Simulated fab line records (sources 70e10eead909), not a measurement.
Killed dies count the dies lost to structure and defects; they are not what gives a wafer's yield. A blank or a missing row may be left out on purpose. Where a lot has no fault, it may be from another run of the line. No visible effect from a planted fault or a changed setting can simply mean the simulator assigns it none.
fab line records / flow nand_harc / part 2 of 2: steps 24 to 39 of 39
record: lots: 5 wafers: 15 last_day: 24
route steps=1159 shown P_GATE@134
lots that met no fault: taken from a fault-free run of the same line
start_h: start of the lot's first displayed wafer, in hours after the record's first day / wait_h: hours from the lot's prior step to this one / " the same as in the row above / L1.1+2: one row covering several wafers at once / - either no value or no given start / * or withheld: withheld / < > ~ a bound
route shown NAME@n: names a module that has steps shown in the file, with the first one's number in the route / usual: mean/standard deviation of fault-free wafers / same: alike in all rows / chamber/n: place in a boat / sites: the reading at each site / _std_site: the standard deviation of these / _edge_site: outer sites' mean less inner sites' / radius_mm: for every site, how far away it sits from the centre of the wafer / mask NAME#n: copy n / behind: the tool/chamber that last shaped the wafer / hold: cause of the lot's hold/its duration in hours/its outcome / device: whichever transistor did not switch (one of n, p or np) / end of line: the tests these same wafers got at the end of their route / for a step that has no rows: nothing shown but its recipe / killed: not the wafer's yield, but the dies lost to structure and defects at the first sort / map: a wafer's dies, marking killed ones x, the rest . and places with no die _
set.NAME: the setting that was run; set.NAME@STEP: the one run at that earlier step / model.NAME: the simulator's own value behind a step, which no gauge read
lots at some steps of the route; a table a step, a row a wafer
services: a tool's chamber out of use, with start hour (start_h, from the record's first day; less than 0 if before it), hours out, and reason
== steps ==
step: NHARC_P_GATE_STRIP_101
recipe: time_s: 20 o2_flow_sccm: 500 ar_flow_sccm: 0 bias_w: 0 chemistry: O2
usual: drypump_motor_current_A: 5.7/0.36 oes_product_au: 0.996/0.009 rf_vpp_V: 57.8/0.94 showerhead_plenum_p_Torr: 3.50/0.15 throttle_valve_pct: 17.037/0.0095
lot.wafer=L077.4 tool=rie_diel-03 chamber=1 start_h=114.79 wait_h=0.1 drypump_motor_current_A=6.4 oes_product_au=0.983 rf_hours_counter_h=8 rf_vpp_V=58.1 showerhead_plenum_p_Torr=3.33 throttle_valve_pct=17.040
lot.wafer=L077.2 tool=rie_diel-03 chamber=2 start_h=114.79 wait_h=0.1 drypump_motor_current_A=5.7 oes_product_au=1.002 rf_hours_counter_h=12 rf_vpp_V=58.1 showerhead_plenum_p_Torr=3.75 throttle_valve_pct=17.044
lot.wafer=L077.5 tool=rie_diel-03 chamber=3 start_h=114.79 wait_h=0.1 drypump_motor_current_A=5.3 oes_product_au=1.010 rf_hours_counter_h=- rf_vpp_V=57.5 showerhead_plenum_p_Torr=3.30 throttle_valve_pct=17.030
lot.wafer=L078.4 tool=rie_diel-03 chamber=3 start_h=125.74 wait_h=0.1 drypump_motor_current_A=5.3 oes_product_au=0.998 rf_hours_counter_h=14 rf_vpp_V=58.2 showerhead_plenum_p_Torr=3.30 throttle_valve_pct=17.023
lot.wafer=L078.2 tool=rie_diel-03 chamber=1 start_h=125.74 wait_h=0.1 drypump_motor_current_A=6.4 oes_product_au=0.985 rf_hours_counter_h=8 rf_vpp_V=56.7 showerhead_plenum_p_Torr=3.33 throttle_valve_pct=17.035
lot.wafer=L078.5 tool=rie_diel-03 chamber=3 start_h=125.74 wait_h=0.1 drypump_motor_current_A=5.3 oes_product_au=1.003 rf_hours_counter_h=- rf_vpp_V=57.5 showerhead_plenum_p_Torr=3.29 throttle_valve_pct=17.045
lot.wafer=L082.2 tool=rie_diel-03 chamber=2 start_h=143.92 wait_h=0.1 drypump_motor_current_A=5.7 oes_product_au=1.013 rf_hours_counter_h=16 rf_vpp_V=57.9 showerhead_plenum_p_Torr=3.75 throttle_valve_pct=17.046
lot.wafer=L082.4 tool=rie_diel-03 chamber=3 start_h=143.92 wait_h=0.1 drypump_motor_current_A=5.3 oes_product_au=1.014 rf_hours_counter_h=18 rf_vpp_V=57.9 showerhead_plenum_p_Torr=3.29 throttle_valve_pct=17.023
lot.wafer=L082.6 tool=rie_diel-03 chamber=1 start_h=143.92 wait_h=0.1 drypump_motor_current_A=6.4 oes_product_au=1.002 rf_hours_counter_h=- rf_vpp_V=56.5 showerhead_plenum_p_Torr=3.33 throttle_valve_pct=17.062
lot.wafer=L091.1 tool=rie_diel-05 chamber=2 start_h=201.58 wait_h=0.1 drypump_motor_current_A=5.7 oes_product_au=0.989 rf_hours_counter_h=9 rf_vpp_V=59.5 showerhead_plenum_p_Torr=3.62 throttle_valve_pct=17.022
lot.wafer=L091.5 tool=rie_diel-05 chamber=2 start_h=201.58 wait_h=0.1 drypump_motor_current_A=5.7 oes_product_au=0.987 rf_hours_counter_h=- rf_vpp_V=56.7 showerhead_plenum_p_Torr=3.62 throttle_valve_pct=17.050
lot.wafer=L091.6 tool=rie_diel-05 chamber=3 start_h=201.58 wait_h=0.1 drypump_motor_current_A=5.4 oes_product_au=0.991 rf_hours_counter_h=- rf_vpp_V=58.9 showerhead_plenum_p_Torr=3.63 throttle_valve_pct=17.039
lot.wafer=L096.1 tool=rie_diel-05 chamber=1 start_h=226.93 wait_h=0.1 drypump_motor_current_A=5.6 oes_product_au=0.997 rf_hours_counter_h=22 rf_vpp_V=57.6 showerhead_plenum_p_Torr=3.39 throttle_valve_pct=17.039
lot.wafer=L096.2 tool=rie_diel-05 chamber=2 start_h=226.93 wait_h=0.1 drypump_motor_current_A=5.7 oes_product_au=0.980 rf_hours_counter_h=17 rf_vpp_V=59.2 showerhead_plenum_p_Torr=3.62 throttle_valve_pct=17.043
lot.wafer=L096.3 tool=rie_diel-05 chamber=3 start_h=226.93 wait_h=0.1 drypump_motor_current_A=5.3 oes_product_au=0.980 rf_hours_counter_h=18 rf_vpp_V=58.3 showerhead_plenum_p_Torr=3.62 throttle_valve_pct=17.027
step: NHARC_P_GATE_PRECLEAN_97
recipe: time_s: 600 temp_c: 120 chemistry: SPM
lot.wafer=L077.2+4+5 tool=wet_bench-06 chamber=3,4,6 start_h=114.89 wait_h=-
lot.wafer=L078.2+5+4 tool=wet_bench-01 chamber=2,3,4 start_h=125.85 wait_h=-
lot.wafer=L082.2+6+4 tool=wet_bench-03 chamber=4,5,0 start_h=144.02 wait_h=-
lot.wafer=L091.5+1+6 tool=wet_bench-06 chamber=1,2,3 start_h=201.69 wait_h=-
lot.wafer=L096.3+1+2 tool=wet_bench-03 chamber=1,2,3 start_h=227.05 wait_h=-
step: NHARC_P_GATE_SRD_98
lot.wafer=L077.2+4+5 tool=wet_bench-06 chamber=3,4,6 start_h=- wait_h=-
lot.wafer=L078.2+5+4 tool=wet_bench-01 chamber=2,3,4 start_h=- wait_h=-
lot.wafer=L082.2+6+4 tool=wet_bench-03 chamber=4,5,0 start_h=- wait_h=-
lot.wafer=L091.5+1+6 tool=wet_bench-06 chamber=1,2,3 start_h=- wait_h=-
lot.wafer=L096.3+1+2 tool=wet_bench-03 chamber=1,2,3 start_h=- wait_h=-
step: NHARC_P_GATE_PRECLEAN_99
recipe: time_s: * temp_c: 50 bath_age_min: 0 chemistry: SC1
lot.wafer=L077.2+4+5 tool=wet_bench-06 chamber=3,4,6 start_h=- wait_h=-
lot.wafer=L078.2+5+4 tool=wet_bench-01 chamber=2,3,4 start_h=- wait_h=-
lot.wafer=L082.2+6+4 tool=wet_bench-03 chamber=4,5,0 start_h=- wait_h=-
lot.wafer=L091.5+1+6 tool=wet_bench-06 chamber=1,2,3 start_h=- wait_h=-
lot.wafer=L096.3+1+2 tool=wet_bench-03 chamber=1,2,3 start_h=- wait_h=-
step: NHARC_P_GATE_SRD_100
lot.wafer=L077.2+4+5 tool=wet_bench-06 chamber=3,4,6 start_h=- wait_h=-
lot.wafer=L078.2+5+4 tool=wet_bench-01 chamber=2,3,4 start_h=- wait_h=-
lot.wafer=L082.2+6+4 tool=wet_bench-03 chamber=4,5,0 start_h=- wait_h=-
lot.wafer=L091.5+1+6 tool=wet_bench-06 chamber=1,2,3 start_h=- wait_h=-
lot.wafer=L096.3+1+2 tool=wet_bench-03 chamber=1,2,3 start_h=- wait_h=-
step: NHARC_P_GATE_DEHYDRATE_38
recipe: temp_c: 150 time_s: 120
lot.wafer=L077.2+4+5 tool=litho_track-02 chamber=0 start_h=115.28 wait_h=-
lot.wafer=L078.2+4+5 tool=litho_track-03 chamber=0 start_h=126.23 wait_h=-
lot.wafer=L082.2+4+6 tool=litho_track-03 chamber=0 start_h=144.41 wait_h=-
lot.wafer=L091.1+5+6 tool=litho_track-03 chamber=0 start_h=202.09 wait_h=-
lot.wafer=L096.1+2+3 tool=litho_track-03 chamber=0 start_h=227.44 wait_h=-
step: NHARC_P_GATE_HMDS_39
recipe: time_s: 30
lot.wafer=L077.2+4+5 tool=litho_track-02 chamber=0 start_h=- wait_h=-
lot.wafer=L078.2+4+5 tool=litho_track-03 chamber=0 start_h=- wait_h=-
lot.wafer=L082.2+4+6 tool=litho_track-03 chamber=0 start_h=- wait_h=-
lot.wafer=L091.1+5+6 tool=litho_track-03 chamber=0 start_h=- wait_h=-
lot.wafer=L096.1+2+3 tool=litho_track-03 chamber=0 start_h=- wait_h=-
step: NHARC_P_GATE_COAT_40
recipe: spin_rpm: 3000
lot.wafer=L077.2+4+5 tool=litho_track-02 chamber=0 start_h=- wait_h=-
lot.wafer=L078.2+4+5 tool=litho_track-03 chamber=0 start_h=- wait_h=-
lot.wafer=L082.2+4+6 tool=litho_track-03 chamber=0 start_h=- wait_h=-
lot.wafer=L091.1+5+6 tool=litho_track-03 chamber=0 start_h=- wait_h=-
lot.wafer=L096.1+2+3 tool=litho_track-03 chamber=0 start_h=- wait_h=-
step: NHARC_P_GATE_SOFTBAKE_41
recipe: temp_c: 122 time_s: 95
lot.wafer=L077.2+4+5 tool=litho_track-02 chamber=0 start_h=- wait_h=-
lot.wafer=L078.2+4+5 tool=litho_track-03 chamber=0 start_h=- wait_h=-
lot.wafer=L082.2+4+6 tool=litho_track-03 chamber=0 start_h=- wait_h=-
lot.wafer=L091.1+5+6 tool=litho_track-03 chamber=0 start_h=- wait_h=-
lot.wafer=L096.1+2+3 tool=litho_track-03 chamber=0 start_h=- wait_h=-
step: NHARC_P_GATE_EBR_42
lot.wafer=L077.2+4+5 tool=litho_track-02 chamber=0 start_h=- wait_h=-
lot.wafer=L078.2+4+5 tool=litho_track-03 chamber=0 start_h=- wait_h=-
lot.wafer=L082.2+4+6 tool=litho_track-03 chamber=0 start_h=- wait_h=-
lot.wafer=L091.1+5+6 tool=litho_track-03 chamber=0 start_h=- wait_h=-
lot.wafer=L096.1+2+3 tool=litho_track-03 chamber=0 start_h=- wait_h=-
step: NHARC_P_GATE_EXPOSE_43
recipe: na: 0.6 target_cd_nm: 720 dose_mj: 14.81 mask_id: P_NSD
usual: focus_offset_nm: 0.0/0.54
lot.wafer=L077.2 tool=krf_scanner-03 chamber=0 start_h=115.43 wait_h=- mask=P_NSD#0 focus_offset_nm=-0.1
lot.wafer=L077.4 tool=krf_scanner-03 chamber=0 start_h=115.43 wait_h=- mask=P_NSD#0 focus_offset_nm=0.0
lot.wafer=L077.5 tool=krf_scanner-03 chamber=0 start_h=115.43 wait_h=- mask=P_NSD#0 focus_offset_nm=-0.2
lot.wafer=L078.2 tool=krf_scanner-02 chamber=0 start_h=126.51 wait_h=- mask=P_NSD#0 focus_offset_nm=-0.4
lot.wafer=L078.4 tool=krf_scanner-02 chamber=0 start_h=126.51 wait_h=- mask=P_NSD#0 focus_offset_nm=-0.6
lot.wafer=L078.5 tool=krf_scanner-02 chamber=0 start_h=126.51 wait_h=- mask=P_NSD#0 focus_offset_nm=-0.4
lot.wafer=L082.2 tool=krf_scanner-04 chamber=0 start_h=144.56 wait_h=- mask=P_NSD#0 focus_offset_nm=-0.4
lot.wafer=L082.4 tool=krf_scanner-04 chamber=0 start_h=144.56 wait_h=- mask=P_NSD#0 focus_offset_nm=0.5
lot.wafer=L082.6 tool=krf_scanner-04 chamber=0 start_h=144.56 wait_h=- mask=P_NSD#0 focus_offset_nm=0.0
lot.wafer=L091.1 tool=krf_scanner-02 chamber=0 start_h=202.36 wait_h=- mask=P_NSD#0 focus_offset_nm=-0.7
lot.wafer=L091.5 tool=krf_scanner-02 chamber=0 start_h=202.36 wait_h=- mask=P_NSD#0 focus_offset_nm=1.3
lot.wafer=L091.6 tool=krf_scanner-02 chamber=0 start_h=202.36 wait_h=- mask=P_NSD#0 focus_offset_nm=-1.1
lot.wafer=L096.1 tool=krf_scanner-04 chamber=0 start_h=227.75 wait_h=- mask=P_NSD#0 focus_offset_nm=-0.5
lot.wafer=L096.2 tool=krf_scanner-04 chamber=0 start_h=227.75 wait_h=- mask=P_NSD#0 focus_offset_nm=-0.2
lot.wafer=L096.3 tool=krf_scanner-04 chamber=0 start_h=227.75 wait_h=- mask=P_NSD#0 focus_offset_nm=-0.9
step: NHARC_P_GATE_PEB_44
recipe: peb_temp_c: 118 peb_time_s: 85
lot.wafer=L077.2+4+5 tool=litho_track-03 chamber=0 start_h=115.49 wait_h=0.1
lot.wafer=L078.2+4+5 tool=litho_track-03 chamber=0 start_h=126.57 wait_h=0.1
lot.wafer=L082.2+4+6 tool=litho_track-02 chamber=0 start_h=144.63 wait_h=0.1
lot.wafer=L091.1+5+6 tool=litho_track-02 chamber=0 start_h=202.43 wait_h=0.1
lot.wafer=L096.1+2+3 tool=litho_track-07 chamber=0 start_h=227.82 wait_h=0.1
step: NHARC_P_GATE_DEVELOP_45
recipe: time_s: 70
lot.wafer=L077.2+4+5 tool=litho_track-03 chamber=0 start_h=- wait_h=-
lot.wafer=L078.2+4+5 tool=litho_track-03 chamber=0 start_h=- wait_h=-
lot.wafer=L082.2+4+6 tool=litho_track-02 chamber=0 start_h=- wait_h=-
lot.wafer=L091.1+5+6 tool=litho_track-02 chamber=0 start_h=- wait_h=-
lot.wafer=L096.1+2+3 tool=litho_track-07 chamber=0 start_h=- wait_h=-
step: NHARC_P_GATE_CD_MEAS_46
recipe: target_cd_nm: 720 landing_energy_ev: 500
usual: cd_nm: 719.4/1.8
same: landing_energy_ev: 500
lot.wafer=L077.2 tool=cd_sem-01 chamber=0 start_h=115.59 wait_h=- cd_nm=719.8
lot.wafer=L077.4 tool=cd_sem-01 chamber=0 start_h=115.59 wait_h=- cd_nm=722.0
lot.wafer=L077.5 tool=cd_sem-01 chamber=0 start_h=115.59 wait_h=- cd_nm=720.7
lot.wafer=L078.2 tool=cd_sem-02 chamber=0 start_h=126.67 wait_h=- cd_nm=720.4
lot.wafer=L078.4 tool=cd_sem-02 chamber=0 start_h=126.67 wait_h=- cd_nm=720.1
lot.wafer=L078.5 tool=cd_sem-02 chamber=0 start_h=126.67 wait_h=- cd_nm=720.2
lot.wafer=L082.2 tool=cd_sem-03 chamber=0 start_h=144.72 wait_h=- cd_nm=720.1
lot.wafer=L082.4 tool=cd_sem-03 chamber=0 start_h=144.72 wait_h=- cd_nm=720.3
lot.wafer=L082.6 tool=cd_sem-03 chamber=0 start_h=144.72 wait_h=- cd_nm=720.0
lot.wafer=L091.1 tool=cd_sem-01 chamber=0 start_h=202.52 wait_h=- cd_nm=716.9
lot.wafer=L091.5 tool=cd_sem-01 chamber=0 start_h=202.52 wait_h=- cd_nm=716.7
lot.wafer=L091.6 tool=cd_sem-01 chamber=0 start_h=202.52 wait_h=- cd_nm=718.3
lot.wafer=L096.1 tool=cd_sem-01 chamber=0 start_h=227.91 wait_h=- cd_nm=718.9
lot.wafer=L096.2 tool=cd_sem-01 chamber=0 start_h=227.91 wait_h=- cd_nm=715.0
lot.wafer=L096.3 tool=cd_sem-01 chamber=0 start_h=227.91 wait_h=- cd_nm=717.6
step: NHARC_P_GATE_HARDBAKE_47
recipe: temp_c: 125 time_s: 80
lot.wafer=L077.2+4+5 tool=litho_track-03 chamber=0 start_h=115.67 wait_h=-
lot.wafer=L078.2+4+5 tool=litho_track-03 chamber=0 start_h=126.75 wait_h=-
lot.wafer=L082.2+4+6 tool=litho_track-02 chamber=0 start_h=144.80 wait_h=-
lot.wafer=L091.1+5+6 tool=litho_track-07 chamber=0 start_h=202.60 wait_h=-
lot.wafer=L096.1+2+3 tool=litho_track-03 chamber=0 start_h=227.99 wait_h=-
step: NHARC_P_GATE_DESCUM_48
recipe: time_s: 3 o2_flow_sccm: 200 ar_flow_sccm: 0 bias_power_w: 0 chemistry: O2
usual: drypump_motor_current_A: 5.7/0.37 oes_product_au: 0.994/0.01 rf_vpp_V: 57.7/1 showerhead_plenum_p_Torr: 1.89/0.088 throttle_valve_pct: 11.311/0.0088
lot.wafer=L077.4 tool=rie_diel-05 chamber=2 start_h=115.77 wait_h=- drypump_motor_current_A=5.6 oes_product_au=0.983 rf_hours_counter_h=44 rf_vpp_V=57.7 showerhead_plenum_p_Torr=1.97 throttle_valve_pct=11.309
lot.wafer=L077.2 tool=rie_diel-05 chamber=3 start_h=115.77 wait_h=- drypump_motor_current_A=5.4 oes_product_au=0.999 rf_hours_counter_h=42 rf_vpp_V=57.0 showerhead_plenum_p_Torr=1.98 throttle_valve_pct=11.311
lot.wafer=L077.5 tool=rie_diel-05 chamber=0 start_h=115.77 wait_h=- drypump_motor_current_A=6.3 oes_product_au=1.000 rf_hours_counter_h=- rf_vpp_V=58.7 showerhead_plenum_p_Torr=1.94 throttle_valve_pct=11.306
lot.wafer=L078.4 tool=rie_diel-13 chamber=0 start_h=126.82 wait_h=- drypump_motor_current_A=5.6 oes_product_au=1.000 rf_hours_counter_h=6 rf_vpp_V=57.1 showerhead_plenum_p_Torr=1.93 throttle_valve_pct=11.311
lot.wafer=L078.2 tool=rie_diel-13 chamber=3 start_h=126.82 wait_h=- drypump_motor_current_A=6.1 oes_product_au=0.972 rf_hours_counter_h=6 rf_vpp_V=55.9 showerhead_plenum_p_Torr=1.79 throttle_valve_pct=11.319
lot.wafer=L078.5 tool=rie_diel-13 chamber=1 start_h=126.82 wait_h=- drypump_motor_current_A=5.8 oes_product_au=0.987 rf_hours_counter_h=- rf_vpp_V=58.4 showerhead_plenum_p_Torr=1.80 throttle_valve_pct=11.316
lot.wafer=L082.2 tool=rie_diel-13 chamber=1 start_h=145.15 wait_h=- drypump_motor_current_A=5.8 oes_product_au=0.986 rf_hours_counter_h=10 rf_vpp_V=57.9 showerhead_plenum_p_Torr=1.80 throttle_valve_pct=11.317
lot.wafer=L082.4 tool=rie_diel-13 chamber=2 start_h=145.15 wait_h=- drypump_motor_current_A=5.3 oes_product_au=0.994 rf_hours_counter_h=11 rf_vpp_V=58.2 showerhead_plenum_p_Torr=2.00 throttle_valve_pct=11.321
lot.wafer=L082.6 tool=rie_diel-13 chamber=0 start_h=145.15 wait_h=- drypump_motor_current_A=5.6 oes_product_au=0.988 rf_hours_counter_h=- rf_vpp_V=57.7 showerhead_plenum_p_Torr=1.93 throttle_valve_pct=11.300
lot.wafer=L091.1 tool=rie_diel-03 chamber=3 start_h=202.72 wait_h=- drypump_motor_current_A=5.3 oes_product_au=0.994 rf_hours_counter_h=32 rf_vpp_V=57.8 showerhead_plenum_p_Torr=1.77 throttle_valve_pct=11.305
lot.wafer=L091.5 tool=rie_diel-03 chamber=0 start_h=202.72 wait_h=- drypump_motor_current_A=5.5 oes_product_au=0.994 rf_hours_counter_h=- rf_vpp_V=58.2 showerhead_plenum_p_Torr=1.92 throttle_valve_pct=11.302
lot.wafer=L091.6 tool=rie_diel-03 chamber=1 start_h=202.72 wait_h=- drypump_motor_current_A=6.4 oes_product_au=0.995 rf_hours_counter_h=- rf_vpp_V=57.1 showerhead_plenum_p_Torr=1.79 throttle_valve_pct=11.322
lot.wafer=L096.3 tool=rie_diel-03 chamber=0 start_h=228.07 wait_h=- drypump_motor_current_A=5.6 oes_product_au=0.991 rf_hours_counter_h=0 rf_vpp_V=58.2 showerhead_plenum_p_Torr=1.92 throttle_valve_pct=11.329
lot.wafer=L096.2 tool=rie_diel-03 chamber=1 start_h=228.07 wait_h=- drypump_motor_current_A=6.4 oes_product_au=0.995 rf_hours_counter_h=0 rf_vpp_V=58.1 showerhead_plenum_p_Torr=1.79 throttle_valve_pct=11.303
lot.wafer=L096.1 tool=rie_diel-03 chamber=3 start_h=228.07 wait_h=- drypump_motor_current_A=5.3 oes_product_au=1.012 rf_hours_counter_h=0 rf_vpp_V=57.6 showerhead_plenum_p_Torr=1.77 throttle_valve_pct=11.325
== services ==
tool=wet_bench-01 chamber=- start_h=90.04 hours=1.2 kind=repair
tool=krf_scanner-04 chamber=- start_h=92.55 hours=7.0 kind=repair
tool=litho_track-01 chamber=- start_h=93.00 hours=7.0 kind=pm
tool=rie_diel-13 chamber=- start_h=99.17 hours=9.0 kind=pm
tool=rie_diel-13 chamber=1 start_h=113.80 hours=4.9 kind=repair
tool=litho_track-06 chamber=- start_h=117.00 hours=7.0 kind=pm
tool=wet_bench-06 chamber=- start_h=129.60 hours=8.0 kind=pm
tool=rie_diel-03 chamber=2 start_h=130.39 hours=2.0 kind=repair
tool=rie_diel-05 chamber=2 start_h=134.26 hours=2.8 kind=repair
tool=rie_diel-05 chamber=2 start_h=142.12 hours=15.8 kind=repair
tool=wet_bench-03 chamber=- start_h=146.40 hours=8.0 kind=pm
tool=rie_diel-05 chamber=- start_h=149.34 hours=1.9 kind=repair
tool=wet_bench-06 chamber=- start_h=157.41 hours=1.4 kind=repair
tool=rie_diel-05 chamber=- start_h=163.61 hours=9.0 kind=pm
tool=wet_bench-03 chamber=- start_h=164.71 hours=23.3 kind=repair
tool=litho_track-02 chamber=- start_h=165.00 hours=7.0 kind=pm
tool=litho_track-07 chamber=- start_h=189.00 hours=7.0 kind=pm
tool=rie_diel-13 chamber=3 start_h=205.91 hours=4.2 kind=repair
tool=rie_diel-13 chamber=1 start_h=206.20 hours=2.9 kind=repair
tool=rie_si-02 chamber=- start_h=211.00 hours=9.0 kind=pm
tool=litho_track-03 chamber=- start_h=213.00 hours=7.0 kind=pm
tool=wet_bench-01 chamber=- start_h=213.64 hours=8.0 kind=pm
tool=rie_diel-05 chamber=3 start_h=215.20 hours=4.7 kind=repair
tool=rie_diel-03 chamber=- start_h=215.30 hours=9.0 kind=pm
